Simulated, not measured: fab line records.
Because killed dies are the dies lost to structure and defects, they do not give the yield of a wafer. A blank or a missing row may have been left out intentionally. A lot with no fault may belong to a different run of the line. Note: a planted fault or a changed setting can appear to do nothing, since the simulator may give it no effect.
Chamber matching | flow nand harc | NHARC_A_CONTACT_ETCH_88 on rie diel-01: 4 sister chambers
The step etches the open film in CF4, target depth 39 nm, time 65 s. 18 wafers are shown with their chamber, then 9 later ones without.

== WAFERS PAIRED WITH THEIR CHAMBERS ==
wafer  | chamber | showerhead plenum p Torr (Torr) | drypump motor current A (A) | run length s (s)
L349.1 | 1       | 1.83                            | 5.7                         | 87.0
L349.3 | 3       | 1.84                            | 5.6                         | 86.2
L349.4 | 0       | 1.81                            | 5.3                         | 86.2
L348.4 | 1       | 1.83                            | 5.7                         | 87.2
L348.5 | 0       | 1.81                            | 5.3                         | 86.0
L348.6 | 3       | 1.84                            | 5.6                         | 86.2
L351.1 | 2       | 1.67                            | 5.5                         | 86.2
L351.2 | 1       | 1.83                            | 5.8                         | 86.8
L351.5 | 3       | 1.84                            | 5.6                         | 85.9
L355.1 | 3       | 1.84                            | 5.6                         | 85.9
L355.4 | 1       | 1.82                            | 5.7                         | 87.3
L355.5 | 3       | 1.84                            | 5.6                         | 86.3
L357.1 | 0       | 1.80                            | 5.3                         | 86.3
L357.2 | 1       | 1.82                            | 5.7                         | 86.7
L357.3 | 2       | 1.67                            | 5.5                         | 85.4
L365.2 | 1       | 1.82                            | 5.7                         | 87.0
L365.3 | 2       | 1.66                            | 5.6                         | 85.6
L365.4 | 3       | 1.84                            | 5.6                         | 86.0

SIGNATURES (means of the wafers above)
reading                  | chamber 0 | chamber 1 | chamber 2 | chamber 3 | scatter within a chamber
showerhead plenum p Torr | 1.8067    | 1.8250    | 1.6667    | 1.8400    | 0.0045
drypump motor current A  | 5.300     | 5.717     | 5.533     | 5.600     | 0.0327
run length s             | 86.167    | 87.000    | 85.733    | 86.083    | 0.239
Rule: a wafer's distance from a chamber is the root of the sum, over the readings, of the square of ((its reading less the chamber's mean) divided by the reading's scatter). If the next closest chamber is less than 2 further off than the closest, the wafer can't be placed; otherwise it belongs to the closest. How the scatter is found: for the shown wafers, subtract from each reading the mean of its chamber, square and add these, divide the total by (wafers less chambers), then take the root.

== WAFERS MISSING THEIR CHAMBER ==
wafer  | showerhead plenum p Torr (Torr) | drypump motor current A (A) | run length s (s)
L364.3 | 1.82                            | 5.7                         | 86.5
L364.4 | 1.84                            | 5.6                         | 85.9
L364.6 | 1.84                            | 5.6                         | 85.9
L362.1 | 1.82                            | 5.7                         | 86.8
L362.2 | 1.66                            | 5.6                         | 85.3
L362.4 | 1.84                            | 5.6                         | 85.9
L367.1 | 1.80                            | 5.3                         | 85.6
L367.3 | 1.66                            | 5.5                         | 85.7
L367.4 | 1.83                            | 5.6                         | 85.8

== THE CHAMBER EACH PASSED THROUGH ==
wafer  | from the rows above | in truth
L364.3 | 1                   | 1
L364.4 | 3                   | 3
L364.6 | 3                   | 3
L362.1 | 1                   | 1
L362.2 | 2                   | 2
L362.4 | 3                   | 3
L367.1 | 0                   | 0
L367.3 | 2                   | 2
L367.4 | 3                   | 3
Correct placement for 9 of the 9. Not placeable from these rows: 0. 0 placed wrongly.
